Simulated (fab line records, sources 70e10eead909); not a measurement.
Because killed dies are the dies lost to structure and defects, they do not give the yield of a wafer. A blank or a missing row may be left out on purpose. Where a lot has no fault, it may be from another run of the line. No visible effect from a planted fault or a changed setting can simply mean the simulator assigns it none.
Chamber matching + flow nandHarc + NHARC_A_STAIRCASE_ETCH_169 on rieDiel-04 has 4 sister chambers
The step etches the open film in CH3F/O2, target depth 50 nm, time 107.1 s. 4 wafers are shown with their chamber, then 7 later ones without.

== EACH WAFER AND ITS CHAMBER ==
| wafer  | chamber | drypumpMotorCurrentA (A) |
|--------|---------|--------------------------|
| L080.5 | 1       | 5.7                      |
| L084.3 | 3       | 5.6                      |
| L089.3 | 2       | 5.6                      |
| L089.4 | 0       | 6.6                      |

== WAFERS WITH NO CHAMBER GIVEN ==
| wafer  | drypumpMotorCurrentA (A) |
|--------|--------------------------|
| L089.5 | 5.5                      |
| L090.1 | 6.6                      |
| L090.3 | 5.6                      |
| L090.6 | 5.7                      |
| L095.2 | 5.7                      |
| L095.5 | 6.6                      |
| L095.6 | 5.7                      |

== WHICH CHAMBER EACH ONE RAN IN ==
| wafer  | from the rows above     | in truth |
|--------|-------------------------|----------|
| L089.5 | can't be placed: 2 or 3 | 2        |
| L090.1 | 0                       | 0        |
| L090.3 | can't be placed: 2 or 3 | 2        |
| L090.6 | 1                       | 1        |
| L095.2 | 1                       | 1        |
| L095.5 | 0                       | 0        |
| L095.6 | 1                       | 1        |
5 of 7 placed correctly. Cannot be placed on the basis of these rows: 2; the candidates contain the true chamber in 2. Number placed wrongly: 0.
How it was worked out, from the rows above alone: a wafer's distance from a chamber is the root of the sum, over the readings, of the square of ((its reading less the chamber's mean) divided by the reading's scatter). The wafer belongs to the nearest chamber; if the next one is less than 2 further off, it can't be placed. The mean given for a chamber averages the wafers shown for that chamber. The scatter: root of mean squared gap, hidden wafer to nearest shown wafer, with one shown wafer a chamber.
